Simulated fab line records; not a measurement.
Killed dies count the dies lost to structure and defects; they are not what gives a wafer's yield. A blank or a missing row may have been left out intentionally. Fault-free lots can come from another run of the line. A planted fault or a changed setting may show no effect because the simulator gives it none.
Split-lot experiment ; flow n5_finfet ; 21 wafers read across 7 lots, on a route 1938 steps long

THE SPLIT ITSELF
At N5_MOL_CONTACT_COAG_ETCH_105 (etches SiARC in CF4, target depth 15.6 nm, time 26 s), the setting bias_w was moved away from the recipe's 36 W on 8 of the 21 wafers read, by -17.4% to +12.4%. For the rest of the wafers, this setting stayed at what the recipe calls for.

The reading is taken at the split's own step.

THE READING
rf_vpp_V, in V, at N5_MOL_CONTACT_COAG_ETCH_105 (etches SiARC in CF4, target depth 15.6 nm, time 26 s). On this fab line, fault-free wafers typically give 184.0 V with a standard deviation of 1.1 V.

wafer;tool, chamber at the split;bias_w as run, W;against the recipe;rf_vpp_V, V;against lot-mates on the recipe
L079.2;rie_diel-03, 2;40.15;+11.5%;198.6;+13.4
L079.4;rie_diel-03, 1;40.15;+11.5%;198.3;+13.1
L079.5;rie_diel-03, 3;36;recipe;185.2;-
L080.1;rie_diel-01, 2;36;recipe;184.5;-
L080.2;rie_diel-01, 0;36;recipe;185.8;-
L080.6;rie_diel-01, 0;36;recipe;183.1;-
L082.2;rie_diel-03, 0;29.75;-17.4%;162.0;-21.9
L082.4;rie_diel-03, 2;36;recipe;183.9;-
L082.5;rie_diel-03, 0;36;recipe;183.9;-
L084.1;rie_diel-01, 0;40.46;+12.4%;198.8;+14.9
L084.4;rie_diel-01, 2;36;recipe;183.9;-
L084.6;rie_diel-01, 0;40.46;+12.4%;197.8;+13.9
L091.1;rie_diel-03, 1;36;recipe;184.8;-
L091.3;rie_diel-03, 2;36;recipe;184.8;-
L091.4;rie_diel-03, 2;36;recipe;185.2;-
L092.1;rie_diel-01, 0;36;recipe;183.3;-
L092.2;rie_diel-01, 1;36;recipe;184.8;-
L092.5;rie_diel-01, 0;31.06;-13.7%;167.1;-17.0
L097.2;rie_diel-01, 0;36;recipe;184.9;-
L097.5;rie_diel-01, 2;39.74;+10.4%;195.7;+10.8
L097.6;rie_diel-01, 3;39.74;+10.4%;195.9;+11.0

FIT RESULTS
A straight line over all 21 wafers: rf_vpp_V changes by +1.21 V for each +1% of bias_w; r = +1.00; the points scatter about the line by 0.87 V.
The same after taking each lot's own level away (the mean of its wafers on the recipe; 21 wafers): +1.18 V for each +1%; r = +1.00; scatter 0.74 V.
The reading moves by 21 V for the largest change in bias_w, on that fit.
From 183.90 to 185.20 V: that is the span of the lots' own levels, equal to 1.2 times the standard deviation above.
The two slopes are in agreement: the lot-to-lot level therefore moves the slope only a little.
Check: for one of the wafers moved furthest among these (-17.4%), held out of the fit, the line's prediction against its lot-mates is -20.3 V. It came out at -21.9 V against them.
Tool readings at the split's step, against how far the setting was moved: etch_rf_on_time_s r = -0.95; rf_vpp_V r = +1.00.

THE WHOLE CHAIN: every reading that the file lists as answering this split, in the file's order
step;what it does;reading;change (the file's fit);r (the file's)
N5_MOL_CONTACT_COAG_ETCH_105;etches SiARC in CF4, target depth 15.6 nm, time 26 s;etch_rf_on_time_s;withheld for each +1% of the setting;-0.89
N5_MOL_CONTACT_COAG_ETCH_105;etches SiARC in CF4, target depth 15.6 nm, time 26 s;rf_vpp_V;+1.2 V for each +1% of the setting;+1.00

FILE'S OWN FIT
rf_vpp_V changes by +1.2 V for each +1% of bias_w, r = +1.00.
